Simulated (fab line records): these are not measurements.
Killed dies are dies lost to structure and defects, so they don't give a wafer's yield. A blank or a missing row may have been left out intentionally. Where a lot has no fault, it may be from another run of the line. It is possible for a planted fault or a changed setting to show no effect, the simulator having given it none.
Split-lot study | flow n5 finfet | on a route of 1938 steps: 7 lots, 21 wafers read

THE SPLIT
At N5_BEOL_M10_COAT_22 (resist thk 90 nm), the setting spin rpm was moved away from the recipe's 1500 rpm on 8 of the 21 wafers read, by -10.2% to +8.6%. For the rest of the wafers, this setting stayed at what the recipe calls for.

FROM THE SPLIT TO THE READING: what the file shows between them, 2 steps
- N5_BEOL_M10_EBR_24
- N5_BEOL_M10_SOFTBAKE_23: time 60 s

THE READING
CAR-ArF_of_BEOL_M10_COAT_22.thk nm (the simulator's own value, which no gauge read), in nm, at N5_BEOL_M10_DESCUM_33 (chemistry O2, time 7.9 s). The file does not state a usual value for it. The 13 wafers here that ran the recipe average 83.3 nm, standard deviation 0.2 nm.

wafer  | tool, chamber at the split | spin rpm as run, rpm | against the recipe | CAR-ArF_of_BEOL_M10_COAT_22.thk nm, nm | against lot-mates on the recipe
L075.1 | litho track-01, 0          | 1500                 | recipe             | 83.4                                   | -
L075.4 | litho track-01, 0          | 1500                 | recipe             | 83.4                                   | -
L075.6 | litho track-01, 0          | 1500                 | recipe             | 83.4                                   | -
L079.1 | litho track-01, 0          | 1456                 | -2.9%              | 84.4                                   | +1.2
L079.5 | litho track-01, 0          | 1456                 | -2.9%              | 84.4                                   | +1.2
L079.2 | litho track-01, 0          | 1500                 | recipe             | 83.2                                   | -
L084.3 | litho track-03, 0          | 1347                 | -10.2%             | 88.2                                   | +4.8
L084.6 | litho track-03, 0          | 1347                 | -10.2%             | 88.2                                   | +4.8
L084.4 | litho track-03, 0          | 1500                 | recipe             | 83.4                                   | -
L085.2 | litho track-02, 0          | 1608                 | +7.2%              | 80.6                                   | -2.8
L085.5 | litho track-02, 0          | 1608                 | +7.2%              | 80.6                                   | -2.8
L085.6 | litho track-02, 0          | 1500                 | recipe             | 83.4                                   | -
L086.2 | litho track-03, 0          | 1500                 | recipe             | 83.2                                   | -
L086.5 | litho track-03, 0          | 1500                 | recipe             | 83.2                                   | -
L086.3 | litho track-03, 0          | 1500                 | recipe             | 83.6                                   | -
L088.2 | litho track-02, 0          | 1500                 | recipe             | 83.6                                   | -
L088.3 | litho track-02, 0          | 1629                 | +8.6%              | 79.8                                   | -3.8
L088.4 | litho track-02, 0          | 1629                 | +8.6%              | 79.8                                   | -3.8
L090.2 | litho track-01, 0          | 1500                 | recipe             | 83                                     | -
L090.4 | litho track-01, 0          | 1500                 | recipe             | 83                                     | -
L090.6 | litho track-01, 0          | 1500                 | recipe             | 83                                     | -

FIT RESULTS
A straight line over all 21 wafers: CAR-ArF_of_BEOL_M10_COAT_22.thk nm changes by -0.432 nm for each +1% of spin rpm; r = -0.99; the points scatter about the line by 0.27 nm.
The same after taking each lot's own level away (the mean of its wafers on the recipe; 21 wafers): -0.442 nm for each +1%; r = -1.00; scatter 0.17 nm.
According to that fit, moving spin rpm by its largest amount changes the reading by 4.5 nm.
The span of the lots' own levels, 83.00 to 83.60 nm, comes to 3.0 times the standard deviation stated above.
The two slopes agree, so the slope changes little with the lot-to-lot level.
Check: for one of the wafers moved furthest among these (-10.2%), held out of the fit, the line's prediction against its lot-mates is +4.48 nm. It came out at +4.8 nm against them.

THE WHOLE CHAIN: every reading that the file lists as answering this split, in the file's order
step                  | what it does             | reading                                                                             | change (the file's fit)               | r (the file's)
N5_BEOL_M10_COAT_22   | resist thk 90 nm         | CAR-ArF_of_BEOL_M10_COAT_22.thk nm (the simulator's own value, which no gauge read) | -0.445 nm for each +1% of the setting | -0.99
N5_BEOL_M10_DESCUM_33 | chemistry O2, time 7.9 s | CAR-ArF_of_BEOL_M10_COAT_22.thk nm (the simulator's own value, which no gauge read) | -0.442 nm for each +1% of the setting | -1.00

FILE'S OWN FIT
CAR-ArF_of_BEOL_M10_COAT_22.thk nm changes by -0.442 nm for each +1% of spin rpm, r = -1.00.
